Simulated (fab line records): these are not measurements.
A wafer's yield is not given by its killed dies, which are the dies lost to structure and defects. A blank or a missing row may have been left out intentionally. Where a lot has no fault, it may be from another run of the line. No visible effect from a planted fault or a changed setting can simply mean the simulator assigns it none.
Which tool did it? / flow n5Finfet / 12 lots, 36 wafers sampled, at 4 steps of a route of 1938

## WHAT THE GAUGES READ, wafer by wafer
N5_MOL_CONTACT_COAG_INSPECT_42: inspects for defects (brightfield).
lot=L075; measured=day 5 18:56; on=defectInspect-02; rawDefectCount=193 207 172
lot=L077; measured=day 5 22:08; on=defectInspect-02; rawDefectCount=175 150 280
lot=L079; measured=day 6 10:49; on=defectInspect-02; rawDefectCount=161 223 175
lot=L080; measured=day 7 04:21; on=defectInspect-01; rawDefectCount=161 171 162
lot=L083; measured=day 7 15:57; on=defectInspect-02; rawDefectCount=158 175 190
lot=L085; measured=day 8 00:29; on=defectInspect-01; rawDefectCount=198 422 345
lot=L087; measured=day 8 11:52; on=defectInspect-01; rawDefectCount=280 278 212
lot=L089; measured=day 8 22:51; on=defectInspect-01; rawDefectCount=263 224 322
lot=L091; measured=day 9 14:40; on=defectInspect-02; rawDefectCount=223 198 192
lot=L093; measured=day 9 23:13; on=defectInspect-01; rawDefectCount=217 245 222
lot=L095; measured=day 10 09:08; on=defectInspect-02; rawDefectCount=208 162 128
lot=L097; measured=day 11 01:15; on=defectInspect-02; rawDefectCount=218 275 181

## WHAT TOOL EACH LOT RAN ON (gives the tool, then ch and the chambers of the sampled wafers, and finally the start)
lot=L075; N5_MOL_CONTACT_COAG_SIL_ANNEAL_21=rtpAnneal-01 ch 0, day 5 03:05; N5_MOL_CONTACT_COAG_ALD_27=aldSin-02 ch 0,3, day 5 13:18; N5_MOL_CONTACT_COAG_CMP_28=cmp-02 ch 0,1,2, day 5 14:52
lot=L077; N5_MOL_CONTACT_COAG_SIL_ANNEAL_21=rtpAnneal-02 ch 0, day 5 11:57; N5_MOL_CONTACT_COAG_ALD_27=aldSin-02 ch 0,3, day 5 18:00; N5_MOL_CONTACT_COAG_CMP_28=cmp-02 ch 0,3, day 5 19:34
lot=L079; N5_MOL_CONTACT_COAG_SIL_ANNEAL_21=rtpAnneal-01 ch 0, day 6 02:31; N5_MOL_CONTACT_COAG_ALD_27=aldSin-02 ch 0,3, day 6 06:33; N5_MOL_CONTACT_COAG_CMP_28=cmp-04 ch 0,1,2, day 6 08:21
lot=L080; N5_MOL_CONTACT_COAG_SIL_ANNEAL_21=rtpAnneal-01 ch 0, day 6 20:47; N5_MOL_CONTACT_COAG_ALD_27=aldSin-03 ch 0,1,3, day 7 00:11; N5_MOL_CONTACT_COAG_CMP_28=cmp-02 ch 0,2, day 7 01:47
lot=L083; N5_MOL_CONTACT_COAG_SIL_ANNEAL_21=rtpAnneal-01 ch 0, day 7 06:22; N5_MOL_CONTACT_COAG_ALD_27=aldSin-02 ch 1,2, day 7 11:32; N5_MOL_CONTACT_COAG_CMP_28=cmp-02 ch 0,1,3, day 7 13:08
lot=L085; N5_MOL_CONTACT_COAG_SIL_ANNEAL_21=rtpAnneal-02 ch 0, day 7 15:53; N5_MOL_CONTACT_COAG_ALD_27=aldSin-02 ch 0,2,3, day 7 20:10; N5_MOL_CONTACT_COAG_CMP_28=cmp-01 ch 1,2,3, day 7 21:46
lot=L087; N5_MOL_CONTACT_COAG_SIL_ANNEAL_21=rtpAnneal-02 ch 0, day 7 23:34; N5_MOL_CONTACT_COAG_ALD_27=aldSin-01 ch 0,1, day 8 06:34; N5_MOL_CONTACT_COAG_CMP_28=cmp-04 ch 0,1, day 8 08:08
lot=L089; N5_MOL_CONTACT_COAG_SIL_ANNEAL_21=rtpAnneal-01 ch 0, day 8 12:03; N5_MOL_CONTACT_COAG_ALD_27=aldSin-02 ch 0,1,2, day 8 18:28; N5_MOL_CONTACT_COAG_CMP_28=cmp-02 ch 0,2, day 8 20:04
lot=L091; N5_MOL_CONTACT_COAG_SIL_ANNEAL_21=rtpAnneal-01 ch 0, day 9 03:05; N5_MOL_CONTACT_COAG_ALD_27=aldSin-02 ch 0,1, day 9 10:06; N5_MOL_CONTACT_COAG_CMP_28=cmp-01 ch 0,2,3, day 9 11:51
lot=L093; N5_MOL_CONTACT_COAG_SIL_ANNEAL_21=rtpAnneal-01 ch 0, day 9 14:16; N5_MOL_CONTACT_COAG_ALD_27=aldSin-02 ch 0,2,3, day 9 18:50; N5_MOL_CONTACT_COAG_CMP_28=cmp-02 ch 0,1, day 9 20:23
lot=L095; N5_MOL_CONTACT_COAG_SIL_ANNEAL_21=rtpAnneal-01 ch 0, day 9 22:49; N5_MOL_CONTACT_COAG_ALD_27=aldSin-02 ch 0,1,2, day 10 04:44; N5_MOL_CONTACT_COAG_CMP_28=cmp-02 ch 0,1,3, day 10 06:32
lot=L097; N5_MOL_CONTACT_COAG_SIL_ANNEAL_21=rtpAnneal-02 ch 0, day 10 15:44; N5_MOL_CONTACT_COAG_ALD_27=aldSin-03 ch 2,3, day 10 20:25; N5_MOL_CONTACT_COAG_CMP_28=cmp-01 ch 1,2,3, day 10 21:59
- N5_MOL_CONTACT_COAG_SIL_ANNEAL_21: time 60 s.
- N5_MOL_CONTACT_COAG_ALD_27: deposits SiOC, target thk 17 nm, pulse time 1.5 s, time 2720 s.
- N5_MOL_CONTACT_COAG_CMP_28: polishes, stops on SiNx, t overpolish 0.85 s, target thk 14.522 nm.

## THE ANSWER, worked out from the rows above alone
Rule: what is usual is taken from the lots themselves. The widest of any qualifying gaps counts: lots, ordered by their means at a reading, are off when they make up no more than a third of the lots, leave a main group of 4 or more, and stand apart from it by 3 or more times the standard deviation of that group's means. If all means in a main group match to the digits the tables above print for the reading, that group is not used. Also off: a lot with no number at a reading for which 4 or more lots have one. Any other lot the step has rows for is counted as sound.
Nothing can be told from this: no lot is off at any reading shown.

## WHAT THE SIMULATOR HAD INSERTED
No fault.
